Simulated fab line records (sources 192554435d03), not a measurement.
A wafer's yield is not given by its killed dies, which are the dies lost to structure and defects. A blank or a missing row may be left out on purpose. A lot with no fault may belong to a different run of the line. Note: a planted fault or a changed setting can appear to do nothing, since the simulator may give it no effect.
fab line records	flow n5Finfet
record lots=24	wafers=72	lastDay=18
route steps=1938 shown SDB@373 HKMG_FIN@398
lots with no fault: from the same line, run without faults
startH: hours from the record's opening day to when the first of the lot's shown wafers began	waitH: hours elapsed since this lot's preceding step	" the same as in the row above	L1.1+2: one row covering several wafers at once	- no value, or no start given	* or withheld: withheld	< > ~ a bound
route shown NAME@n: names a module that has steps shown in the file, with the first one's number in the route	usual: the fault-free wafers' mean and standard deviation	same: alike in all rows	chamber/n: place in a boat	sites: each site's reading	_std_site: their standard deviation	_edge_site: the outer-site mean with the inner-site mean subtracted	radiusMm: how far each site lies from the wafer's centre	mask NAME#n: copy n	behind: the last tool/chamber to shape the wafer	hold: why the lot was held/for how many hours/how that ended	device: whichever transistor did not switch (one of n, p or np)	end of line: the route-end tests of the same wafers	step lacking rows: just its recipe	killed: count of dies lost to structure and defects at first sort (not the wafer's yield)	map: the dies of a wafer, with x for killed, . for not killed, _ for no die there
set.NAME: the setting that was run; set.NAME@STEP: the one run at that earlier step	model.NAME: the simulator's own value behind a step, which no gauge read
steps of the route over a sample of lots; a table a step, a row a wafer
services: the hour from which a tool's chamber was out of use, counted from the record's first day as startH (under 0 if before that day), plus the number of hours and why
## steps
# step N5_SDB_ALD_29
# recipe material=SiNx	targetThkA=300	tempC=400	aldPrecursorFamily=SiH2I2	aldCoReactant=N2/H2-plasma	pulseTimeS=1	aldCycles=600	purgeTimeS=2	coReactantPurgeTimeS=2	pressureTorr=2
# usual heaterPowerW=807/72	precursorPulseHeightRel=1.000/0.02
lot.wafer	tool	chamber	startH	waitH	heaterPowerW	precursorPulseHeightRel
L074.1	aldSin-01	2	71.57	0.0	934	0.977
L074.3	"	0	"	"	803	1.006
L074.6	"	1	72.92	1.4	703	1.012
L075.1	aldSin-02	0	78.49	0.0	796	0.985
L075.4	"	1	"	"	729	1.006
L075.5	"	1	79.85	1.4	742	1.007
L076.2	aldSin-01	3	81.36	0.5	789	1.039
L076.3	"	2	"	"	939	1.011
L076.6	"	1	82.72	1.8	710	1.013
L077.1	aldSin-03	3	94.45	0.4	818	0.993
L077.2	"	1	"	"	727	0.983
L077.4	"	0	"	"	895	1.013
L078.1	aldSin-03	3	98.15	0.0	845	0.994
L078.2	"	0	"	"	904	0.984
L078.6	"	1	99.50	1.4	706	0.967
L079.1	aldSin-01	3	104.59	0.0	798	0.983
L079.3	"	1	"	"	700	1.020
L079.5	"	2	105.94	1.4	944	1.019
L080.2	aldSin-03	1	106.78	0.0	740	0.982
L080.3	"	3	"	"	792	0.986
L080.4	"	0	108.13	1.4	919	1.014
L081.1	aldSin-03	0	109.80	0.0	896	1.022
L081.3	"	3	"	"	820	0.959
L081.6	"	0	112.50	2.7	902	1.003
L082.2	aldSin-02	3	118.26	0.0	731	1.002
L082.3	"	1	"	"	709	0.978
L082.6	"	0	119.62	1.4	770	0.994
L083.3	aldSin-03	3	121.59	0.2	804	0.998
L083.4	"	3	122.94	1.6	845	1.011
L083.5	"	2	"	"	761	0.997
L084.1	aldSin-03	3	127.55	0.0	804	1.004
L084.2	"	2	"	"	788	1.010
L084.5	"	0	128.90	1.4	893	1.035
L085.2	aldSin-02	2	135.82	0.1	863	0.991
L085.5	"	1	137.17	1.5	722	0.964
L085.6	"	0	"	"	782	1.008
L086.1	aldSin-03	1	139.17	0.0	726	0.989
L086.2	"	0	"	"	910	0.982
L086.5	"	0	140.52	1.4	935	1.017
L087.2	aldSin-03	3	145.64	0.0	834	0.987
L087.4	"	0	"	"	904	0.972
L087.6	"	1	146.99	1.4	746	1.038
L088.1	aldSin-03	0	149.83	0.0	923	1.010
L088.5	"	3	151.18	1.4	837	0.971
L088.6	"	2	"	"	769	0.952
L089.2	aldSin-02	2	159.96	0.0	857	1.008
L089.4	"	0	"	"	807	1.029
L089.6	"	0	161.31	1.4	792	0.966
L090.1	aldSin-02	0	170.94	0.0	781	1.015
L090.2	"	3	"	"	765	0.981
L090.6	"	1	172.29	1.4	736	1.024
L091.4	aldSin-01	3	172.11	0.0	774	0.991
L091.5	"	2	173.46	1.4	937	0.993
L091.6	"	3	"	"	776	1.020
L092.1	aldSin-03	0	179.93	0.0	930	1.014
L092.2	"	2	"	"	759	0.969
L092.4	"	3	"	"	834	0.985
L093.1	aldSin-03	0	184.23	0.0	899	1.006
L093.3	"	3	"	"	833	0.988
L093.4	"	1	"	"	726	0.993
L095.2	aldSin-01	2	194.26	0.0	967	1.008
L095.4	"	0	"	"	854	1.015
L095.5	"	3	195.61	1.4	783	1.030
L094.1	aldSin-02	2	194.88	0.0	865	1.036
L094.3	"	0	"	"	811	0.968
L094.6	"	0	196.23	1.4	790	0.984
L096.1	aldSin-03	1	201.33	0.0	735	0.999
L096.4	"	3	"	"	834	1.006
L096.5	"	1	202.68	1.4	740	1.000
L097.1	aldSin-01	2	206.22	0.0	935	1.007
L097.4	"	2	207.58	1.4	951	0.994
L097.6	"	0	"	"	808	0.998
# step N5_SDB_THK_MEAS_31
# recipe reads=a-Si_of_DUMMY_GATE_CVD_03
# usual SDB_THK=64.4/1.2
lot.wafer	tool	chamber	startH	waitH	SDB_THK[nm]
L074.1	filmMetro-01	-	74.60	-	64.2
L074.3	"	-	"	"	65.9
L074.6	"	-	"	"	65.1
L075.1	filmMetro-02	-	81.52	-	63.9
L075.4	"	-	"	"	64.3
L075.5	"	-	"	"	64.9
L076.2	filmMetro-02	-	84.39	-	64.8
L076.3	"	-	"	"	64.9
L076.6	"	-	"	"	67.2
L077.1	filmMetro-02	-	97.48	-	64.7
L077.2	"	-	"	"	63.1
L077.4	"	-	"	"	62.0
L078.1	filmMetro-02	-	101.18	-	63.4
L078.2	"	-	"	"	63.6
L078.6	"	-	"	"	64.5
L079.1	filmMetro-01	-	107.73	-	64.7
L079.3	"	-	"	"	64.7
L079.5	"	-	"	"	63.1
L080.2	filmMetro-01	-	109.80	-	65.3
L080.3	"	-	"	"	66.6
L080.4	"	-	"	"	64.9
L081.1	filmMetro-02	-	114.18	-	64.5
L081.3	"	-	"	"	63.3
L081.6	"	-	"	"	64.6
L082.2	filmMetro-02	-	121.29	-	64.4
L082.3	"	-	"	"	64.8
L082.6	"	-	"	"	65.5
L083.3	filmMetro-02	-	124.62	-	62.5
L083.4	"	-	"	"	64.5
L083.5	"	-	"	"	63.2
L084.1	filmMetro-02	-	130.57	-	64.5
L084.2	"	-	"	"	65.2
L084.5	"	-	"	"	64.2
L085.2	filmMetro-01	-	138.84	-	61.2
L085.5	"	-	"	"	63.1
L085.6	"	-	"	"	61.8
L086.1	filmMetro-02	-	142.19	-	63.1
L086.2	"	-	"	"	64.3
L086.5	"	-	"	"	63.5
L087.2	filmMetro-02	-	148.66	-	64.2
L087.4	"	-	"	"	63.3
L087.6	"	-	"	"	64.5
L088.1	filmMetro-01	-	152.87	-	63.1
L088.5	"	-	"	"	63.1
L088.6	"	-	"	"	64.6
L089.2	filmMetro-01	-	163.30	-	64.5
L089.4	"	-	"	"	65.4
L089.6	"	-	"	"	64.0
L090.1	filmMetro-01	-	173.97	-	63.7
L090.2	"	-	"	"	63.9
L090.6	"	-	"	"	64.5
L091.4	filmMetro-01	-	175.14	-	63.4
L091.5	"	-	"	"	62.5
L091.6	"	-	"	"	63.5
L092.1	filmMetro-02	-	182.96	-	65.5
L092.2	"	-	"	"	64.0
L092.4	"	-	"	"	64.2
L093.1	filmMetro-02	-	187.26	-	64.5
L093.3	"	-	"	"	66.8
L093.4	"	-	"	"	65.6
L095.2	filmMetro-01	-	197.29	-	64.4
L095.4	"	-	"	"	66.1
L095.5	"	-	"	"	67.0
L094.1	filmMetro-02	-	197.91	-	63.7
L094.3	"	-	"	"	64.3
L094.6	"	-	"	"	64.7
L096.1	filmMetro-01	-	204.36	-	65.1
L096.4	"	-	"	"	65.0
L096.5	"	-	"	"	64.3
L097.1	filmMetro-02	-	209.25	-	65.4
L097.4	"	-	"	"	65.7
L097.6	"	-	"	"	64.9
# step N5_HKMG_FIN_CD_MEAS_49
# recipe targetCdNm=202	landingEnergyEv=500	detector=seInlens	polarity=opening
# usual cdNm=201.8/0.8
lot.wafer	tool	chamber	startH	waitH	cdNm
L074.1	cdSem-01	0	76.36	-	202.1
L074.3	"	0	"	"	202.1
L074.6	"	0	"	"	200.3
L075.1	cdSem-03	0	82.96	-	199.9
L075.4	"	0	"	"	201.2
L075.5	"	0	"	"	202.4
L076.2	cdSem-03	0	85.95	-	202.3
L076.3	"	0	"	"	201.2
L076.6	"	0	"	"	200.6
L077.1	cdSem-02	0	99.24	-	201.8
L077.2	"	0	"	"	200.8
L077.4	"	0	"	"	201.8
L078.1	cdSem-01	0	103.13	-	202.2
L078.2	"	0	"	"	202.1
L078.6	"	0	"	"	202.4
L079.1	cdSem-03	0	109.20	-	201.0
L079.3	"	0	"	"	200.3
L079.5	"	0	"	"	200.5
L080.2	cdSem-03	0	111.36	-	201.1
L080.3	"	0	"	"	202.1
L080.4	"	0	"	"	202.4
L081.1	cdSem-01	0	115.76	-	202.2
L081.3	"	0	"	"	201.8
L081.6	"	0	"	"	202.0
L082.2	cdSem-02	0	123.23	-	201.8
L082.3	"	0	"	"	202.0
L082.6	"	0	"	"	201.9
L083.3	cdSem-03	0	126.30	-	201.8
L083.4	"	0	"	"	201.0
L083.5	"	0	"	"	200.9
L084.1	cdSem-03	0	132.13	-	202.5
L084.2	"	0	"	"	201.6
L084.5	"	0	"	"	202.8
L085.2	cdSem-02	0	140.65	-	202.6
L085.5	"	0	"	"	201.8
L085.6	"	0	"	"	201.8
L086.1	cdSem-02	0	143.92	-	202.9
L086.2	"	0	"	"	203.4
L086.5	"	0	"	"	202.4
L087.2	cdSem-01	0	150.22	-	202.3
L087.4	"	0	"	"	202.4
L087.6	"	0	"	"	203.5
L088.1	cdSem-03	0	155.07	-	201.3
L088.5	"	0	"	"	201.0
L088.6	"	0	"	"	202.2
L089.2	cdSem-01	0	165.08	-	201.3
L089.4	"	0	"	"	202.2
L089.6	"	0	"	"	203.0
L090.1	cdSem-01	0	175.72	-	201.5
L090.2	"	0	"	"	202.3
L090.6	"	0	"	"	203.2
L091.4	cdSem-01	0	176.72	-	200.2
L091.5	"	0	"	"	200.1
L091.6	"	0	"	"	201.1
L092.1	cdSem-03	0	184.84	-	201.2
L092.2	"	0	"	"	200.6
L092.4	"	0	"	"	202.0
L093.1	cdSem-03	0	188.72	-	203.4
L093.3	"	0	"	"	203.8
L093.4	"	0	"	"	203.9
L095.2	cdSem-02	0	198.79	-	201.3
L095.4	"	0	"	"	201.4
L095.5	"	0	"	"	201.7
L094.1	cdSem-03	0	199.38	-	201.5
L094.3	"	0	"	"	200.8
L094.6	"	0	"	"	201.3
L096.1	cdSem-01	0	205.94	-	200.2
L096.4	"	0	"	"	201.3
L096.5	"	0	"	"	201.7
L097.1	cdSem-01	0	210.82	-	202.5
L097.4	"	0	"	"	201.3
L097.6	"	0	"	"	202.4
# step N5_HKMG_FIN_INSPECT_61
# recipe mode=adi	inspectInstrument=macro
# usual rawDefectCount=2.1/1.5
lot.wafer	tool	chamber	startH	waitH	rawDefectCount
L074.1	defectInspect-01	-	76.41	0.0	2
L074.3	"	-	"	"	3
L074.6	"	-	"	"	3
L075.1	defectInspect-01	-	83.01	0.0	2
L075.4	"	-	"	"	1
L075.5	"	-	"	"	1
L076.2	defectInspect-01	-	86.00	0.0	3
L076.3	"	-	"	"	4
L076.6	"	-	"	"	3
L077.1	defectInspect-02	-	99.30	0.0	3
L077.2	"	-	"	"	3
L077.4	"	-	"	"	1
L078.1	defectInspect-01	-	103.18	0.0	3
L078.2	"	-	"	"	0
L078.6	"	-	"	"	1
L079.1	defectInspect-01	-	109.25	0.0	4
L079.3	"	-	"	"	2
L079.5	"	-	"	"	3
L080.2	defectInspect-01	-	111.41	0.0	0
L080.3	"	-	"	"	2
L080.4	"	-	"	"	0
L081.1	defectInspect-02	-	115.82	0.0	1
L081.3	"	-	"	"	3
L081.6	"	-	"	"	3
L082.2	defectInspect-02	-	123.28	0.0	3
L082.3	"	-	"	"	3
L082.6	"	-	"	"	2
L083.3	defectInspect-01	-	126.36	0.0	1
L083.4	"	-	"	"	5
L083.5	"	-	"	"	3
L084.1	defectInspect-01	-	132.18	0.0	2
L084.2	"	-	"	"	2
L084.5	"	-	"	"	3
L085.2	defectInspect-01	-	140.71	0.0	1
L085.5	"	-	"	"	4
L085.6	"	-	"	"	5
L086.1	defectInspect-01	-	143.97	0.0	0
L086.2	"	-	"	"	0
L086.5	"	-	"	"	3
L087.2	defectInspect-02	-	150.28	0.0	5
L087.4	"	-	"	"	1
L087.6	"	-	"	"	0
L088.1	defectInspect-02	-	155.13	0.0	6
L088.5	"	-	"	"	2
L088.6	"	-	"	"	0
L089.2	defectInspect-01	-	165.14	0.0	2
L089.4	"	-	"	"	1
L089.6	"	-	"	"	1
L090.1	defectInspect-02	-	175.77	0.0	4
L090.2	"	-	"	"	0
L090.6	"	-	"	"	2
L091.4	defectInspect-01	-	176.77	0.0	1
L091.5	"	-	"	"	1
L091.6	"	-	"	"	5
L092.1	defectInspect-01	-	184.89	0.0	2
L092.2	"	-	"	"	3
L092.4	"	-	"	"	3
L093.1	defectInspect-01	-	188.77	0.0	0
L093.3	"	-	"	"	3
L093.4	"	-	"	"	0
L095.2	defectInspect-01	-	198.84	0.0	5
L095.4	"	-	"	"	1
L095.5	"	-	"	"	6
L094.1	defectInspect-01	-	199.44	0.0	1
L094.3	"	-	"	"	1
L094.6	"	-	"	"	3
L096.1	defectInspect-02	-	206.00	0.0	4
L096.4	"	-	"	"	2
L096.5	"	-	"	"	1
L097.1	defectInspect-01	-	210.87	0.0	2
L097.4	"	-	"	"	2
L097.6	"	-	"	"	1
# step N5_HKMG_FIN_INSPECT_14
# recipe mode=adi	inspectInstrument=macro
# usual rawDefectCount=2.1/1.4
lot.wafer	tool	chamber	startH	waitH	rawDefectCount
L074.1	defectInspect-01	-	79.79	0.0	2
L074.3	"	-	"	"	3
L074.6	"	-	"	"	2
L075.1	defectInspect-02	-	87.21	0.0	3
L075.4	"	-	"	"	1
L075.5	"	-	"	"	2
L076.2	defectInspect-02	-	89.37	0.0	1
L076.3	"	-	"	"	2
L076.6	"	-	"	"	3
L077.1	defectInspect-01	-	102.65	0.0	2
L077.2	"	-	"	"	2
L077.4	"	-	"	"	0
L078.1	defectInspect-02	-	106.87	0.0	3
L078.2	"	-	"	"	2
L078.6	"	-	"	"	2
L079.1	defectInspect-01	-	113.08	0.0	2
L079.3	"	-	"	"	0
L079.5	"	-	"	"	3
L080.2	defectInspect-02	-	114.92	0.0	3
L080.3	"	-	"	"	1
L080.4	"	-	"	"	0
L081.1	defectInspect-01	-	119.55	0.0	1
L081.3	"	-	"	"	3
L081.6	"	-	"	"	2
L082.2	defectInspect-01	-	126.73	0.0	4
L082.3	"	-	"	"	2
L082.6	"	-	"	"	3
L083.3	defectInspect-01	-	130.14	0.0	0
L083.4	"	-	"	"	2
L083.5	"	-	"	"	2
L084.1	defectInspect-02	-	135.71	0.0	0
L084.2	"	-	"	"	5
L084.5	"	-	"	"	1
L085.2	defectInspect-01	-	143.95	0.0	3
L085.5	"	-	"	"	1
L085.6	"	-	"	"	2
L086.1	defectInspect-02	-	148.46	0.0	3
L086.2	"	-	"	"	1
L086.5	"	-	"	"	0
L087.2	defectInspect-01	-	153.64	0.0	2
L087.4	"	-	"	"	3
L087.6	"	-	"	"	2
L088.1	defectInspect-01	-	158.73	0.0	0
L088.5	"	-	"	"	1
L088.6	"	-	"	"	3
L089.2	defectInspect-01	-	168.39	0.0	3
L089.4	"	-	"	"	3
L089.6	"	-	"	"	4
L090.1	defectInspect-02	-	179.02	0.0	3
L090.2	"	-	"	"	1
L090.6	"	-	"	"	1
L091.4	defectInspect-01	-	180.32	0.0	1
L091.5	"	-	"	"	2
L091.6	"	-	"	"	4
L092.1	defectInspect-02	-	188.17	0.0	1
L092.2	"	-	"	"	4
L092.4	"	-	"	"	1
L093.1	defectInspect-02	-	192.29	0.0	2
L093.3	"	-	"	"	0
L093.4	"	-	"	"	2
L095.2	defectInspect-02	-	202.09	0.0	1
L095.4	"	-	"	"	1
L095.5	"	-	"	"	2
L094.1	defectInspect-02	-	203.12	0.0	2
L094.3	"	-	"	"	4
L094.6	"	-	"	"	5
L096.1	defectInspect-02	-	209.42	0.0	0
L096.4	"	-	"	"	2
L096.5	"	-	"	"	1
L097.1	defectInspect-02	-	214.13	0.0	1
L097.4	"	-	"	"	1
L097.6	"	-	"	"	1
# step N5_HKMG_FIN_STRIP_19
# recipe chemistry=N2/H2	powerW=2500	tempC=300	h2Frac=0.65	timeS=360	pressureMtorr=withheld	n2FlowSccm=1750	h2FlowSccm=3250
# usual drypumpMotorCurrentA=5.6/0.3	h2FlowSccm=3250/10	heaterPowerW=484/52	tempC=300.01/0.21
lot.wafer	tool	chamber	startH	waitH	drypumpMotorCurrentA	h2FlowSccm	heaterPowerW	rfHoursCounterH	tempC
L074.1	plasmaAsher-02	1	80.83	0.0	5.8	3250	485	36	300.23
L074.3	"	1	"	"	5.8	3250	491	-	300.05
L074.6	"	1	"	"	5.9	3242	474	-	299.81
L075.1	plasmaAsher-02	0	87.84	0.0	5.4	3255	427	38	300.10
L075.4	"	1	"	"	5.9	3250	478	-	299.99
L075.5	"	1	"	"	5.9	3239	479	-	300.26
L076.2	plasmaAsher-02	1	90.00	0.0	5.9	3260	479	38	300.09
L076.3	"	0	"	"	5.4	3251	431	-	300.02
L076.6	"	1	"	"	5.9	3243	489	-	300.22
L077.1	plasmaAsher-01	0	103.28	0.0	5.2	3256	572	88	300.02
L077.2	"	1	"	"	6.0	3261	467	88	299.84
L077.4	"	0	"	"	5.2	3247	555	-	299.78
L078.1	plasmaAsher-02	0	107.50	0.0	5.4	3242	435	41	300.27
L078.2	"	1	"	"	5.9	3263	486	41	300.31
L078.6	"	1	"	"	5.9	3256	485	-	299.99
L079.1	plasmaAsher-01	0	114.05	0.0	5.2	3256	568	91	300.29
L079.3	"	1	"	"	6.0	3253	468	-	299.65
L079.5	"	1	"	"	6.0	3256	483	-	299.70
L080.2	plasmaAsher-01	0	115.55	0.0	5.2	3261	574	91	300.29
L080.3	"	0	"	"	5.2	3259	560	-	300.36
L080.4	"	1	"	"	6.0	3255	474	-	299.82
L081.1	plasmaAsher-01	1	120.18	0.0	6.0	3238	470	93	299.88
L081.3	"	1	"	"	6.0	3221	461	-	299.71
L081.6	"	0	"	"	5.2	3263	576	-	300.00
L082.2	plasmaAsher-01	1	127.36	0.0	6.0	3256	483	94	299.97
L082.3	"	0	"	"	5.2	3260	571	-	300.14
L082.6	"	0	"	"	5.2	3262	557	-	299.80
L083.3	plasmaAsher-02	1	130.89	0.1	5.9	3259	503	-	300.29
L083.4	"	0	"	"	5.4	3242	430	-	299.88
L083.5	"	1	"	"	5.9	3247	476	-	300.11
L084.1	plasmaAsher-01	0	136.34	0.0	5.2	3266	571	96	299.91
L084.2	"	1	"	"	6.0	3243	458	96	299.96
L084.5	"	0	"	"	5.2	3254	563	-	299.75
L085.2	plasmaAsher-02	1	145.39	0.0	5.8	3249	482	49	300.13
L085.5	"	0	"	"	5.4	3244	428	-	299.74
L085.6	"	1	"	"	5.8	3252	482	-	300.29
L086.1	plasmaAsher-02	1	149.44	0.0	5.8	3246	492	50	300.20
L086.2	"	0	"	"	5.4	3284	412	50	299.90
L086.5	"	0	"	"	5.4	3266	431	-	299.99
L087.2	plasmaAsher-02	0	154.47	0.0	5.4	3265	424	52	299.84
L087.4	"	1	"	"	5.8	3253	483	-	300.40
L087.6	"	1	"	"	5.9	3259	490	-	300.40
L088.1	plasmaAsher-02	0	159.36	0.0	5.4	3265	416	53	299.58
L088.5	"	1	"	"	5.9	3253	480	-	300.02
L088.6	"	0	"	"	5.4	3236	427	-	299.95
L089.2	plasmaAsher-02	0	169.05	0.1	5.4	3264	412	55	299.79
L089.4	"	0	"	"	5.4	3259	427	-	299.87
L089.6	"	0	"	"	5.4	3265	432	-	299.94
L090.1	plasmaAsher-01	1	179.76	0.0	6.0	3239	475	102	299.93
L090.2	"	0	"	"	5.2	3235	562	102	300.16
L090.6	"	0	"	"	5.2	3249	579	-	300.10
L091.4	plasmaAsher-01	0	181.14	0.1	5.2	3264	570	-	300.09
L091.5	"	1	"	"	6.0	3256	470	-	300.14
L091.6	"	0	"	"	5.2	3250	582	-	300.38
L092.1	plasmaAsher-01	0	189.10	0.0	5.2	3252	560	105	299.69
L092.2	"	1	"	"	6.0	3250	462	105	300.04
L092.4	"	0	"	"	5.2	3254	566	-	300.06
L093.1	plasmaAsher-02	0	193.81	0.0	5.4	3243	423	61	299.77
L093.3	"	0	"	"	5.4	3252	422	-	299.82
L093.4	"	1	"	"	5.9	3250	498	-	300.28
L095.2	plasmaAsher-01	0	202.79	0.0	5.2	3242	580	107	300.07
L095.4	"	1	"	"	6.0	3241	468	-	299.90
L095.5	"	1	"	"	6.0	3241	458	-	300.19
L094.1	plasmaAsher-01	1	203.75	0.0	6.0	3248	479	108	300.01
L094.3	"	1	"	"	6.0	3255	471	-	300.04
L094.6	"	0	"	"	5.2	3251	559	-	299.95
L096.1	plasmaAsher-02	1	210.22	0.0	5.9	3241	491	64	299.91
L096.4	"	0	"	"	5.4	3254	436	-	299.79
L096.5	"	1	"	"	5.9	3244	481	-	300.02
L097.1	plasmaAsher-02	1	214.76	0.0	5.8	3217	483	65	300.06
L097.4	"	0	"	"	5.4	3237	422	-	299.83
L097.6	"	0	"	"	5.4	3238	432	-	299.54
## services
tool	chamber	startH	hours	kind
aldSin-02	-	52.11	6.0	pm
aldSin-02	2	64.17	2.7	repair
aldSin-02	-	85.25	14.0	pm
aldSin-02	0	85.25	14.0	ventCycle
aldSin-02	1	85.25	14.0	ventCycle
aldSin-02	2	85.25	14.0	ventCycle
aldSin-02	3	85.25	14.0	ventCycle
aldSin-01	-	93.35	1.7	repair
aldSin-02	0	99.25	-	clean
aldSin-02	1	99.25	-	clean
aldSin-02	2	99.25	-	clean
aldSin-02	3	99.25	-	clean
aldSin-03	2	102.83	8.4	repair
aldSin-02	-	113.32	0.2	repair
aldSin-01	1	204.48	3.9	repair
## key
fault none
